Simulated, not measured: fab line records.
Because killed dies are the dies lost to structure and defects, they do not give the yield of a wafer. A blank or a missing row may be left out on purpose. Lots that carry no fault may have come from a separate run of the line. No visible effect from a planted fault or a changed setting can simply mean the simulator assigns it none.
Which tool did it? :: flow n5 finfet :: Sampling: 24 lots, 72 wafers, 5 of 1938 route steps

WHAT EACH GAUGE READ, for each wafer
N5_BEOL_M5_CD_MEAS_28: target cd 30.6 nm, target cd y 20 nm.
lot: L074
measured: day 10 00:09
on: cd sem-03
cd nm (nm): 30.14 30.32 30.34

lot: L075
measured: day 11 08:25
on: cd sem-02
cd nm (nm): 30.70 30.44 30.73

lot: L076
measured: day 11 14:04
on: cd sem-03
cd nm (nm): 30.37 30.44 30.89

lot: L077
measured: day 11 18:14
on: cd sem-01
cd nm (nm): 30.43 30.63 30.87

lot: L078
measured: day 12 00:25
on: cd sem-03
cd nm (nm): 30.88 30.94 30.65

lot: L080
measured: day 12 06:42
on: cd sem-01
cd nm (nm): 30.33 30.16 30.44

lot: L081
measured: day 12 10:25
on: cd sem-03
cd nm (nm): 31.17 31.10 30.84

lot: L082
measured: day 12 15:49
on: cd sem-01
cd nm (nm): 30.24 30.41 30.72

lot: L083
measured: day 12 16:04
on: cd sem-03
cd nm (nm): 30.63 30.62 30.64

lot: L084
measured: day 12 22:04
on: cd sem-02
cd nm (nm): 31.05 30.77 30.51

lot: L085
measured: day 13 06:59
on: cd sem-01
cd nm (nm): 30.63 30.55 30.82

lot: L086
measured: day 13 11:50
on: cd sem-01
cd nm (nm): 30.13 30.25 30.69

lot: L092
measured: day 13 11:30
on: cd sem-03
cd nm (nm): 30.39 30.91 30.55

lot: L088
measured: day 14 04:26
on: cd sem-03
cd nm (nm): 30.45 30.54 30.67

lot: L089
measured: day 14 08:59
on: cd sem-01
cd nm (nm): 30.91 30.58 30.74

lot: L087
measured: day 14 10:27
on: cd sem-01
cd nm (nm): 30.46 30.63 30.88

lot: L090
measured: day 14 10:57
on: cd sem-03
cd nm (nm): 30.62 30.62 31.31

lot: L091
measured: day 14 16:39
on: cd sem-02
cd nm (nm): 30.53 30.39 30.28

lot: L093
measured: day 14 19:45
on: cd sem-03
cd nm (nm): 30.57 30.38 30.10

lot: L079
measured: day 15 17:18
on: cd sem-01
cd nm (nm): 31.13 30.68 30.86

lot: L097
measured: day 15 17:29
on: cd sem-01
cd nm (nm): 30.59 30.60 30.30

lot: L096
measured: day 16 02:14
on: cd sem-03
cd nm (nm): 30.96 30.44 31.07

lot: L095
measured: day 16 19:26
on: cd sem-02
cd nm (nm): 30.48 30.34 30.37

lot: L094
measured: day 16 13:14
on: cd sem-03
cd nm (nm): 30.60 30.95 30.23

N5_BEOL_M5_OVL_MEAS_29.
lot: L074
measured: day 10 00:11
on: overlay-01
V4_OVL (nm): -0.1 0.6 0.1

lot: L075
measured: day 11 08:26
on: overlay-02
V4_OVL (nm): 0.5 0.3 -0.6

lot: L076
measured: day 11 14:05
on: overlay-01
V4_OVL (nm): -0.7 -0.5 0.7

lot: L077
measured: day 11 18:16
on: overlay-01
V4_OVL (nm): -0.8 -0.7 -0.7

lot: L078
measured: day 12 00:27
on: overlay-02
V4_OVL (nm): -0.3 0.2 0.0

lot: L080
measured: day 12 06:44
on: overlay-02
V4_OVL (nm): 0.2 -0.1 -0.3

lot: L081
measured: day 12 10:26
on: overlay-02
V4_OVL (nm): -0.3 0.2 0.1

lot: L082
measured: day 12 15:52
on: overlay-01
V4_OVL (nm): 0.8 -0.6 -0.4

lot: L083
measured: day 12 16:05
on: overlay-01
V4_OVL (nm): 0.3 -0.2 -0.5

lot: L084
measured: day 12 22:07
on: overlay-01
V4_OVL (nm): -0.3 -1.4 -0.6

lot: L085
measured: day 13 07:01
on: overlay-01
V4_OVL (nm): 0.4 -0.1 -0.3

lot: L086
measured: day 13 11:53
on: overlay-01
V4_OVL (nm): -1.3 -0.4 -1.1

lot: L092
measured: day 13 11:32
on: overlay-01
V4_OVL (nm): -0.1 -0.9 -0.2

lot: L088
measured: day 14 04:28
on: overlay-01
V4_OVL (nm): -0.6 0.0 -1.2

lot: L089
measured: day 14 09:02
on: overlay-01
V4_OVL (nm): 0.0 0.1 -0.5

lot: L087
measured: day 14 10:29
on: overlay-02
V4_OVL (nm): 0.3 -0.2 -0.6

lot: L090
measured: day 14 10:59
on: overlay-01
V4_OVL (nm): -1.3 -1.5 -1.2

lot: L091
measured: day 14 16:41
on: overlay-01
V4_OVL (nm): 0.2 0.4 0.1

lot: L093
measured: day 14 19:47
on: overlay-02
V4_OVL (nm): 0.1 -0.1 0.6

lot: L079
measured: day 15 17:20
on: overlay-02
V4_OVL (nm): -1.1 -0.4 -1.4

lot: L097
measured: day 15 17:31
on: overlay-01
V4_OVL (nm): -0.9 -0.1 -0.9

lot: L096
measured: day 16 02:16
on: overlay-02
V4_OVL (nm): -0.8 -2.0 0.2

lot: L095
measured: day 16 19:28
on: overlay-01
V4_OVL (nm): -0.7 -0.6 -0.9

lot: L094
measured: day 16 13:16
on: overlay-02
V4_OVL (nm): -0.7 -1.0 -0.9

WHICH TOOL RAN EACH LOT (tool, then ch and the chambers of the sampled wafers, then the start)
lot: L074
N5_BEOL_M4_ANNEAL_87: pvd sputter-02, day 9 16:24
N5_BEOL_M4_ANNEAL_51: rtp anneal-02 ch 0, day 9 17:47
N5_BEOL_M5_PECVD_70: pecvd-02 ch 0,1,2, day 9 20:23

lot: L075
N5_BEOL_M4_ANNEAL_87: pvd sputter-01, day 11 01:53
N5_BEOL_M4_ANNEAL_51: rtp anneal-01 ch 0, day 11 03:26
N5_BEOL_M5_PECVD_70: pecvd-04 ch 0,1,2, day 11 06:05

lot: L076
N5_BEOL_M4_ANNEAL_87: pvd sputter-01, day 11 07:41
N5_BEOL_M4_ANNEAL_51: rtp anneal-01 ch 0, day 11 08:54
N5_BEOL_M5_PECVD_70: pecvd-03 ch 0,1,2, day 11 11:28

lot: L077
N5_BEOL_M4_ANNEAL_87: pvd sputter-02, day 11 10:23
N5_BEOL_M4_ANNEAL_51: rtp anneal-02 ch 0, day 11 11:36
N5_BEOL_M5_PECVD_70: pecvd-02 ch 0,1, day 11 14:34

lot: L078
N5_BEOL_M4_ANNEAL_87: pvd sputter-03, day 11 16:23
N5_BEOL_M4_ANNEAL_51: rtp anneal-02 ch 0, day 11 17:36
N5_BEOL_M5_PECVD_70: pecvd-02 ch 0,1, day 11 20:37

lot: L080
N5_BEOL_M4_ANNEAL_87: pvd sputter-01, day 11 23:41
N5_BEOL_M4_ANNEAL_51: rtp anneal-01 ch 0, day 12 00:55
N5_BEOL_M5_PECVD_70: pecvd-03 ch 0,1, day 12 04:51

lot: L081
N5_BEOL_M4_ANNEAL_87: pvd sputter-03, day 12 02:44
N5_BEOL_M4_ANNEAL_51: rtp anneal-02 ch 0, day 12 04:12
N5_BEOL_M5_PECVD_70: pecvd-04 ch 0,1, day 12 06:41

lot: L082
N5_BEOL_M4_ANNEAL_87: pvd sputter-03, day 12 08:59
N5_BEOL_M4_ANNEAL_51: rtp anneal-02 ch 0, day 12 10:41
N5_BEOL_M5_PECVD_70: pecvd-03 ch 1,2, day 12 13:04

lot: L083
N5_BEOL_M4_ANNEAL_87: pvd sputter-01, day 12 09:51
N5_BEOL_M4_ANNEAL_51: rtp anneal-01 ch 0, day 12 11:14
N5_BEOL_M5_PECVD_70: pecvd-03 ch 0,1,2, day 12 13:43

lot: L084
N5_BEOL_M4_ANNEAL_87: pvd sputter-02, day 12 14:48
N5_BEOL_M4_ANNEAL_51: rtp anneal-01 ch 0, day 12 16:06
N5_BEOL_M5_PECVD_70: pecvd-03 ch 0,1,2, day 12 18:31

lot: L085
N5_BEOL_M4_ANNEAL_87: pvd sputter-03, day 12 22:44
N5_BEOL_M4_ANNEAL_51: rtp anneal-02 ch 0, day 13 00:02
N5_BEOL_M5_PECVD_70: pecvd-03 ch 0,2, day 13 02:25

lot: L086
N5_BEOL_M4_ANNEAL_87: pvd sputter-03, day 13 05:37
N5_BEOL_M4_ANNEAL_51: rtp anneal-02 ch 0, day 13 06:52
N5_BEOL_M5_PECVD_70: pecvd-02 ch 0,2, day 13 09:19

lot: L092
N5_BEOL_M4_ANNEAL_87: pvd sputter-02, day 13 05:45
N5_BEOL_M4_ANNEAL_51: rtp anneal-01 ch 0, day 13 07:01
N5_BEOL_M5_PECVD_70: pecvd-04 ch 0,1, day 13 09:26

lot: L088
N5_BEOL_M4_ANNEAL_87: pvd sputter-03, day 13 19:49
N5_BEOL_M4_ANNEAL_51: rtp anneal-01 ch 0, day 13 21:16
N5_BEOL_M5_PECVD_70: pecvd-02 ch 0,1, day 13 23:44

lot: L089
N5_BEOL_M4_ANNEAL_87: pvd sputter-02, day 13 21:38
N5_BEOL_M4_ANNEAL_51: rtp anneal-01 ch 0, day 13 22:54
N5_BEOL_M5_PECVD_70: pecvd-02 ch 1,2, day 14 02:25

lot: L087
N5_BEOL_M4_ANNEAL_87: pvd sputter-01, day 14 00:40
N5_BEOL_M4_ANNEAL_51: rtp anneal-01 ch 0, day 14 02:04
N5_BEOL_M5_PECVD_70: pecvd-04 ch 0,1, day 14 04:29

lot: L090
N5_BEOL_M4_ANNEAL_87: pvd sputter-02, day 14 05:10
N5_BEOL_M4_ANNEAL_51: rtp anneal-02 ch 0, day 14 06:25
N5_BEOL_M5_PECVD_70: pecvd-02 ch 0,2, day 14 08:52

lot: L091
N5_BEOL_M4_ANNEAL_87: pvd sputter-02, day 14 08:05
N5_BEOL_M4_ANNEAL_51: rtp anneal-01 ch 0, day 14 09:18
N5_BEOL_M5_PECVD_70: pecvd-03 ch 0,1, day 14 11:47

lot: L093
N5_BEOL_M4_ANNEAL_87: pvd sputter-01, day 14 12:56
N5_BEOL_M4_ANNEAL_51: rtp anneal-02 ch 0, day 14 14:22
N5_BEOL_M5_PECVD_70: pecvd-02 ch 1,2, day 14 16:47

lot: L079
N5_BEOL_M4_ANNEAL_87: pvd sputter-02, day 15 09:10
N5_BEOL_M4_ANNEAL_51: rtp anneal-02 ch 0, day 15 10:23
N5_BEOL_M5_PECVD_70: pecvd-04 ch 1,2, day 15 12:52

lot: L097
N5_BEOL_M4_ANNEAL_87: pvd sputter-03, day 15 09:19
N5_BEOL_M4_ANNEAL_51: rtp anneal-01 ch 0, day 15 10:45
N5_BEOL_M5_PECVD_70: pecvd-02 ch 0,1,2, day 15 13:17

lot: L096
N5_BEOL_M4_ANNEAL_87: pvd sputter-01, day 15 20:18
N5_BEOL_M4_ANNEAL_51: rtp anneal-01 ch 0, day 15 21:35
N5_BEOL_M5_PECVD_70: pecvd-03 ch 0,1,2, day 16 00:04

lot: L095
N5_BEOL_M4_ANNEAL_87: pvd sputter-01, day 16 01:56
N5_BEOL_M4_ANNEAL_51: rtp anneal-01 ch 0, day 16 12:40
N5_BEOL_M5_PECVD_70: pecvd-03 ch 0,2, day 16 15:10

lot: L094
N5_BEOL_M4_ANNEAL_87: pvd sputter-02, day 16 07:19
N5_BEOL_M4_ANNEAL_51: rtp anneal-02 ch 0, day 16 08:32
N5_BEOL_M5_PECVD_70: pecvd-02 ch 0,1,2, day 16 11:31
- N5_BEOL_M4_ANNEAL_87: time 240 s.
- N5_BEOL_M4_ANNEAL_51: time 90 s.
- N5_BEOL_M5_PECVD_70: deposits SiO2 from TEOS/O2, target thk 16 nm, time 18 s.

WHAT THE TOOLS THEMSELVES READ (means of the sampled wafers that have a number; where no wafer has one, the mark that the record gives instead)
N5_BEOL_M4_ANNEAL_87.
lot: L074
tool: pvd sputter-02
heater power w (W): 841

lot: L075
tool: pvd sputter-01
heater power w (W): 862

lot: L076
tool: pvd sputter-01
heater power w (W): 790

lot: L077
tool: pvd sputter-02
heater power w (W): 844

lot: L078
tool: pvd sputter-03
heater power w (W): 788

lot: L080
tool: pvd sputter-01
heater power w (W): 830

lot: L081
tool: pvd sputter-03
heater power w (W): 849

lot: L082
tool: pvd sputter-03
heater power w (W): 791

lot: L083
tool: pvd sputter-01
heater power w (W): 934

lot: L084
tool: pvd sputter-02
heater power w (W): 834

lot: L085
tool: pvd sputter-03
heater power w (W): 830

lot: L086
tool: pvd sputter-03
heater power w (W): 838

lot: L092
tool: pvd sputter-02
heater power w (W): 828

lot: L088
tool: pvd sputter-03
heater power w (W): 799

lot: L089
tool: pvd sputter-02
heater power w (W): 824

lot: L087
tool: pvd sputter-01
heater power w (W): 863

lot: L090
tool: pvd sputter-02
heater power w (W): 804

lot: L091
tool: pvd sputter-02
heater power w (W): 805

lot: L093
tool: pvd sputter-01
heater power w (W): 812

lot: L079
tool: pvd sputter-02
heater power w (W): 797

lot: L097
tool: pvd sputter-03
heater power w (W): 744

lot: L096
tool: pvd sputter-01
heater power w (W): 792

lot: L095
tool: pvd sputter-01
heater power w (W): 852

lot: L094
tool: pvd sputter-02
heater power w (W): 819

N5_BEOL_M4_ANNEAL_51.
lot: L074
tool: rtp anneal-02
wafer_temp_C_max: 226.15

lot: L075
tool: rtp anneal-01
wafer_temp_C_max: 225.82

lot: L076
tool: rtp anneal-01
wafer_temp_C_max: 225.71

lot: L077
tool: rtp anneal-02
wafer_temp_C_max: 226.08

lot: L078
tool: rtp anneal-02
wafer_temp_C_max: 226.12

lot: L080
tool: rtp anneal-01
wafer_temp_C_max: 226.09

lot: L081
tool: rtp anneal-02
wafer_temp_C_max: 226.11

lot: L082
tool: rtp anneal-02
wafer_temp_C_max: 226.11

lot: L083
tool: rtp anneal-01
wafer_temp_C_max: 225.79

lot: L084
tool: rtp anneal-01
wafer_temp_C_max: 225.71

lot: L085
tool: rtp anneal-02
wafer_temp_C_max: 225.96

lot: L086
tool: rtp anneal-02
wafer_temp_C_max: 226.09

lot: L092
tool: rtp anneal-01
wafer_temp_C_max: 225.87

lot: L088
tool: rtp anneal-01
wafer_temp_C_max: 226.05

lot: L089
tool: rtp anneal-01
wafer_temp_C_max: 225.76

lot: L087
tool: rtp anneal-01
wafer_temp_C_max: 226.19

lot: L090
tool: rtp anneal-02
wafer_temp_C_max: 226.25

lot: L091
tool: rtp anneal-01
wafer_temp_C_max: 226.08

lot: L093
tool: rtp anneal-02
wafer_temp_C_max: 226.25

lot: L079
tool: rtp anneal-02
wafer_temp_C_max: 226.05

lot: L097
tool: rtp anneal-01
wafer_temp_C_max: 225.82

lot: L096
tool: rtp anneal-01
wafer_temp_C_max: 225.76

lot: L095
tool: rtp anneal-01
wafer_temp_C_max: 226.05

lot: L094
tool: rtp anneal-02
wafer_temp_C_max: 226.26

N5_BEOL_M5_PECVD_70.
lot: L074
tool: pecvd-02
heater power outer w (W): 485
heater power w (W): 809
showerhead plenum p Torr (Torr): 8.72
throttle valve pct (%): 22.4

lot: L075
tool: pecvd-04
heater power outer w (W): 456
heater power w (W): 751
showerhead plenum p Torr (Torr): 8.76
throttle valve pct (%): 22.4

lot: L076
tool: pecvd-03
heater power outer w (W): 397
heater power w (W): 707
showerhead plenum p Torr (Torr): 8.81
throttle valve pct (%): 21.8

lot: L077
tool: pecvd-02
heater power outer w (W): 414
heater power w (W): 728
showerhead plenum p Torr (Torr): 8.69
throttle valve pct (%): 22.6

lot: L078
tool: pecvd-02
heater power outer w (W): 432
heater power w (W): 776
showerhead plenum p Torr (Torr): 8.70
throttle valve pct (%): 22.4

lot: L080
tool: pecvd-03
heater power outer w (W): 343
heater power w (W): 627
showerhead plenum p Torr (Torr): 8.86
throttle valve pct (%): 22.2

lot: L081
tool: pecvd-04
heater power outer w (W): 423
heater power w (W): 708
showerhead plenum p Torr (Torr): 8.78
throttle valve pct (%): 22.7

lot: L082
tool: pecvd-03
heater power outer w (W): 423
heater power w (W): 745
showerhead plenum p Torr (Torr): 8.81
throttle valve pct (%): 21.7

lot: L083
tool: pecvd-03
heater power outer w (W): 384
heater power w (W): 695
showerhead plenum p Torr (Torr): 8.81
throttle valve pct (%): 21.7

lot: L084
tool: pecvd-03
heater power outer w (W): 420
heater power w (W): 730
showerhead plenum p Torr (Torr): 8.81
throttle valve pct (%): 21.8

lot: L085
tool: pecvd-03
heater power outer w (W): 478
heater power w (W): 836
showerhead plenum p Torr (Torr): 8.77
throttle valve pct (%): 21.3

lot: L086
tool: pecvd-02
heater power outer w (W): 509
heater power w (W): 850
showerhead plenum p Torr (Torr): 8.76
throttle valve pct (%): 22.4

lot: L092
tool: pecvd-04
heater power outer w (W): 509
heater power w (W): 823
showerhead plenum p Torr (Torr): 8.79
throttle valve pct (%): 22.7

lot: L088
tool: pecvd-02
heater power outer w (W): 372
heater power w (W): 683
showerhead plenum p Torr (Torr): 8.70
throttle valve pct (%): 22.4

lot: L089
tool: pecvd-02
heater power outer w (W): 472
heater power w (W): 818
showerhead plenum p Torr (Torr): 8.72
throttle valve pct (%): 22.2

lot: L087
tool: pecvd-04
heater power outer w (W): 464
heater power w (W): 749
showerhead plenum p Torr (Torr): 8.78
throttle valve pct (%): 22.7

lot: L090
tool: pecvd-02
heater power outer w (W): 589
heater power w (W): 911
showerhead plenum p Torr (Torr): 8.76
throttle valve pct (%): 22.4

lot: L091
tool: pecvd-03
heater power outer w (W): 386
heater power w (W): 688
showerhead plenum p Torr (Torr): 8.86
throttle valve pct (%): 22.1

lot: L093
tool: pecvd-02
heater power outer w (W): 515
heater power w (W): 839
showerhead plenum p Torr (Torr): 8.76
throttle valve pct (%): 22.2

lot: L079
tool: pecvd-04
heater power outer w (W): 494
heater power w (W): 807
showerhead plenum p Torr (Torr): 8.76
throttle valve pct (%): 22.5

lot: L097
tool: pecvd-02
heater power outer w (W): 461
heater power w (W): 759
showerhead plenum p Torr (Torr): 8.72
throttle valve pct (%): 22.5

lot: L096
tool: pecvd-03
heater power outer w (W): 373
heater power w (W): 695
showerhead plenum p Torr (Torr): 8.82
throttle valve pct (%): 21.8

lot: L095
tool: pecvd-03
heater power outer w (W): 444
heater power w (W): 791
showerhead plenum p Torr (Torr): 8.78
throttle valve pct (%): 21.6

lot: L094
tool: pecvd-02
heater power outer w (W): 510
heater power w (W): 847
showerhead plenum p Torr (Torr): 8.73
throttle valve pct (%): 22.5

THE ANSWER, worked out from the rows above alone
Rule: the usual values come from the lots themselves. Put in order of their means at a reading, lots are off if they are a third of the lots or fewer, leave a main group of 4 or more, and stand apart from it by a gap of 3 or more times the standard deviation of the main group's means; of several such gaps the widest counts. The tables above print the reading to a certain number of digits; a main group whose means all agree to those digits is not used. A lot without any number at a reading at which 4 lots or more have one is off too. All remaining lots with rows at the step are treated as sound. First the gauges in route order, then the tools' own readings, where a lot's mean is used as printed above. At the first step where some lot is off, the reading lying furthest off is the one used; lots without a number count as furthest.
Across all readings shown, no lot is off: no conclusion can be drawn from this.

WHAT WAS PUT IN BY THE SIMULATOR
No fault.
